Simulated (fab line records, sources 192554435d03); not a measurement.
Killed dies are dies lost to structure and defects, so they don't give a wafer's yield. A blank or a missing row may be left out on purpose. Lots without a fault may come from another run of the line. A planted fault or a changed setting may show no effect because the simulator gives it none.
Chamber matching | flow n5_finfet | N5_BEOL_M11_ETCH_62 on rie_diel-01: 4 sister chambers
The step etches SOC in N2/H2, target depth 110 nm, overetch 22 nm, time 165 s. 7 wafers are shown with their chamber, then 7 later ones without.

WAFERS WITH THEIR CHAMBER
wafer  | chamber | showerhead_plenum_p_Torr (Torr) | drypump_motor_current_A (A)
L078.2 | 0       | 2.43                            | 5.43
L081.5 | 3       | 2.56                            | 5.15
L082.1 | 2       | 2.59                            | 5.77
L082.2 | 1       | 2.59                            | 5.51
L082.6 | 3       | 2.56                            | 5.17
L086.1 | 0       | 2.42                            | 5.41
L086.2 | 2       | 2.59                            | 5.74

WAFERS WITHOUT THEIR CHAMBER
wafer  | showerhead_plenum_p_Torr (Torr) | drypump_motor_current_A (A)
L086.4 | 2.56                            | 5.16
L092.2 | 2.59                            | 5.77
L092.4 | 2.55                            | 5.16
L092.6 | 2.41                            | 5.43
L096.1 | 2.41                            | 5.42
L096.4 | 2.58                            | 5.73
L096.6 | 2.58                            | 5.73

WHICH CHAMBER EACH WENT THROUGH
wafer  | from the rows above | in truth
L086.4 | 3                   | 3
L092.2 | 2                   | 2
L092.4 | 3                   | 3
L092.6 | 0                   | 0
L096.1 | 0                   | 0
L096.4 | 2                   | 2
L096.6 | 2                   | 2
Placed correctly: 7 of 7. Can't be placed from these rows: 0. Placed wrongly: 0.
How it was worked out, from the rows above alone: a wafer's distance from a chamber is the root of the sum, over the readings, of the square of ((its reading less the chamber's mean) divided by the reading's scatter). The wafer belongs to the nearest chamber; if the next one is less than 2 further off, it can't be placed. A chamber's mean is the mean of its shown wafers. The scatter: the root of (the sum of the squares of (reading less its chamber's mean) over the shown wafers, divided by (wafers less chambers)).
